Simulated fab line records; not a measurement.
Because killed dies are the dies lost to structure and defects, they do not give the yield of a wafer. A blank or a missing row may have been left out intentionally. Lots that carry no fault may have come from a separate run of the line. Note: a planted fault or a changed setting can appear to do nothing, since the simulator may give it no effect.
Matching of chambers ; flow n5_finfet ; 4 sister chambers for N5_GATE_CUT_STRIP_59 on rie_diel-02
The step strips in N2/H2, time 20 s. 4 wafers are shown with their chamber, then 8 later ones without.

WAFERS, EACH WITH ITS CHAMBER
wafer;chamber;showerhead_plenum_p_Torr (Torr)
L085.3;3;3.52
L085.5;0;3.22
L085.6;1;3.46
L087.2;2;3.36

WAFERS WITH NO CHAMBER GIVEN
wafer;showerhead_plenum_p_Torr (Torr)
L087.3;3.45
L087.5;3.36
L094.1;3.36
L094.5;3.63
L094.6;3.36
L097.1;3.35
L097.2;3.62
L097.3;3.45

WHICH CHAMBER EACH ONE RAN IN
wafer;from the rows above;in truth
L087.3;can't be placed: 1 or 3 or 2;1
L087.5;can't be placed: 2 or 1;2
L094.1;can't be placed: 2 or 1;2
L094.5;can't be placed: 3 or 1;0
L094.6;can't be placed: 2 or 1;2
L097.1;can't be placed: 2 or 1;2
L097.2;can't be placed: 3 or 1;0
L097.3;can't be placed: 1 or 3 or 2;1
Placed correctly: 0 of 8. Not placeable from these rows: 8 (in 6, the candidates include the true chamber). 0 placed wrongly.
How it was worked out, from the rows above alone: a wafer's distance from a chamber is the root of the sum, over the readings, of the square of ((its reading less the chamber's mean) divided by the reading's scatter). If the next closest chamber is less than 2 further off than the closest, the wafer can't be placed; otherwise it belongs to the closest. A chamber's mean is the mean of its shown wafers. The scatter (one wafer shown for each chamber): square how far every hidden wafer sits from the nearest shown wafer, average those squares and take the square root.
